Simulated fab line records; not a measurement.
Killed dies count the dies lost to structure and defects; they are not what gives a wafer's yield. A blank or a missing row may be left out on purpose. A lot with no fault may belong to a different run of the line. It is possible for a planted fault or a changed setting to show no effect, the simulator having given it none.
Chamber matching | flow n5Finfet | N5_MOL_CONTACT_COAG_CMP_52 on cmp-04: 4 sister chambers
The step polishes, stops on SiO2, t overpolish 1.5 s, target thk 66.5 nm. 4 wafers are shown with their chamber, then 11 later ones without.

WAFERS PAIRED WITH THEIR CHAMBERS
wafer  | chamber | motorCurrentA (A)
L091.2 | 0       | 13.1
L092.4 | 1       | 14.3
L092.6 | 3       | 11.7
L093.1 | 2       | 12.0

WAFERS WITHOUT THEIR CHAMBER
wafer  | motorCurrentA (A)
L093.5 | 11.4
L093.6 | 11.5
L094.2 | 13.0
L094.3 | 11.2
L094.5 | 11.9
L095.1 | 11.6
L095.2 | 12.3
L095.4 | 13.9
L097.1 | 13.5
L097.4 | 11.5
L097.5 | 11.4

EACH ONE'S CHAMBER
wafer  | from the rows above          | in truth
L093.5 | can't be placed: 3 or 2      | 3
L093.6 | can't be placed: 3 or 2      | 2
L094.2 | 0                            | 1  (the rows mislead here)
L094.3 | can't be placed: 3 or 2      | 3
L094.5 | can't be placed: 2 or 3      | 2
L095.1 | can't be placed: 3 or 2      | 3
L095.2 | can't be placed: 2 or 3 or 0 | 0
L095.4 | can't be placed: 1 or 0      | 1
L097.1 | can't be placed: 0 or 1      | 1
L097.4 | can't be placed: 3 or 2      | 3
L097.5 | can't be placed: 3 or 2      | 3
0 of 11 placed correctly. Unplaceable from these rows: 10, with the true chamber sitting among the candidates in 10. Number placed wrongly: 1.
How it was worked out, from the rows above alone: a wafer's distance from a chamber is the root of the sum, over the readings, of the square of ((its reading less the chamber's mean) divided by the reading's scatter). The wafer belongs to the nearest chamber; if the next one is less than 2 further off, it can't be placed. Each chamber's mean is taken over the wafers shown for it. The scatter: with one shown wafer a chamber, the root of the mean of the squares of how far each hidden wafer lies from its nearest shown one.
